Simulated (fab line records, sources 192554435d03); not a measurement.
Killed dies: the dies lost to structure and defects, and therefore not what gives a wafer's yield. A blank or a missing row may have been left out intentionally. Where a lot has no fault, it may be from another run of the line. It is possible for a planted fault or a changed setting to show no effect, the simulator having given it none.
Problem report in the 8D (eight disciplines) form, filled by code / flow n5_finfet / the parts of the form that need people (team, actions taken, sign-off) are left out

1. WHAT IS WRONG
ION_N at N5_BEOL_M4_RC_MEAS_101 reads a mean of 463 uA/um on 2 wafers of 2 lots; wafers without a fault read 672 uA/um with a standard deviation of 13. Relative to the usual mean, that is a shift of -16 standard deviations.
Earliest sighting: wafer L811.3 on prober-01 at day 11 16:10. At this step, 27 wafers from 9 lots have a number in the record. Rule for "out" (also "out of limits"): further than 4 standard deviations from the usual mean. All remaining wafers that have a number are taken as sound.

2. WHAT THIS IS AND IS NOT
question=which readings at this step | is=ION_N, IOFF_N_LONG, VT_N, VT_N_LONG, VT_N_LVT | is not=DIBL_N, DIBL_P, IOFF_P, ION_P, SS_N, SS_P, VT_P
question=which lots | is=L810, L811 | is not=L796, L797, L802, L803, L816, L817, L818
question=which wafers of those lots | is=L810.6, L811.3 | is not=L810.3, L810.5, L811.1, L811.4
question=read on which gauges | is=prober-01 | is not=prober-02
question=when | is=from day 11 16:10 | is not=up to then (14 sound wafers); but 11 sound wafers of L810, L816, L817, L818 came after

3. SUSPECTS, AND WHAT RULES EACH OUT
Counting: any tool at a process step up to the reading remains a suspect provided it ran every lot that is out. Sound lots after the first of them don't rule it out here, since some wafers of a struck lot are sound.
- the gauge at N5_BEOL_M4_RC_MEAS_101: kept. All the wafers that are out were read on prober-01, and no step on other tools shows them out.
- rie_diel-04 at N5_HKMG_FIN_ETCH_58 (etches SOC in N2/H2, target depth 215.8 nm, time 741 s): kept. It ran every lot that is out, first L810 (day 7 14:04); its last sound lot up to then is L802 (day 5 16:26).
- rie_diel-05 at N5_HKMG_FIN_ETCH_35 (etches SOC in N2/H2, target depth 215.8 nm, time 243.4 s): kept. It ran every lot that is out, first L810 (day 7 17:19); its last sound lot up to then is L803 (day 5 21:26).
- In rie_diel-04 at N5_HKMG_FIN_ETCH_58, the wafers that are out were processed in chamber 2 and their sound lot-mates in chambers 0, 1, 3.
- In rie_diel-05 at N5_HKMG_FIN_ETCH_35, the wafers that are out were processed in chamber 0 and their sound lot-mates in chambers 1, 2, 3.
The count leaves rie_diel-04 at N5_HKMG_FIN_ETCH_58, rie_diel-05 at N5_HKMG_FIN_ETCH_35, and prober-01 at N5_BEOL_M4_RC_MEAS_101.

4. THE CAUSE (what the simulator had put in)
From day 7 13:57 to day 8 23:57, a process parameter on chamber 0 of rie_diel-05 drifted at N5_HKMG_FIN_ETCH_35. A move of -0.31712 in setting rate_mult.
Of the 3 suspects that counting leaves, this tool is one.

5. THE CHAIN OF EFFECTS, in route order
Each row: a reading whose mean over the struck wafers that have a number lies more than 3 standard deviations from the usual. Scope: only readings with a usual standard deviation given in the record; hours: median across lots of the time from each lot's start at the first step in this table that gives one to its start at this step; sigmas: change in usual standard deviations.
hours=0; step=N5_BEOL_M4_RC_MEAS_101; reading=IOFF_N_LONG; usual=5.57e-05 nA/um; on struck wafers=3.70e-05; change=-1.87e-05; sigmas=-6.9
hours=0; step=N5_BEOL_M4_RC_MEAS_101; reading=ION_N; usual=672 uA/um; on struck wafers=463; change=-209; sigmas=-16
hours=0; step=N5_BEOL_M4_RC_MEAS_101; reading=VT_N; usual=250 mV; on struck wafers=270; change=+20; sigmas=+5.7
hours=0; step=N5_BEOL_M4_RC_MEAS_101; reading=VT_N_LONG; usual=274.8 mV; on struck wafers=294.2; change=+19.4; sigmas=+10
hours=0; step=N5_BEOL_M4_RC_MEAS_101; reading=VT_N_LVT; usual=99 mV; on struck wafers=118; change=+20; sigmas=+5.9
hours=109; step=N5_PASSIVATION_PROBE_49; reading=sort_bin_8_speed; usual=0.01 %; on struck wafers=91.57; change=+91.56; sigmas=+99 or more
hours=109; step=N5_PASSIVATION_PROBE_49; reading=sort_n_pass; usual=1081; on struck wafers=0; change=-1081; sigmas=-72
hours=109; step=N5_PASSIVATION_PROBE_49; reading=sort_yield_pct; usual=91.6 %; on struck wafers=0.0; change=-91.6; sigmas=-76
Here are the process steps it includes:
- N5_PASSIVATION_PROBE_49

6. HOW IT WOULD HAVE BEEN CAUGHT EARLIER
98 hours passed between the start of the fault at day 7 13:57 and the first reading out of limits at a measuring or inspecting step in this record, taken at day 11 16:10.
Tool readings at N5_HKMG_FIN_ETCH_35 with a usual standard deviation given in the record: none out on any struck wafer, hence no alarm at a limit of 4 standard deviations on them.
By day 11 16:10 the whole set of lots that are out, 2 in number, had already begun N5_HKMG_FIN_ETCH_35 on rie_diel-05. Holding the tool at that point would not have protected any of them.
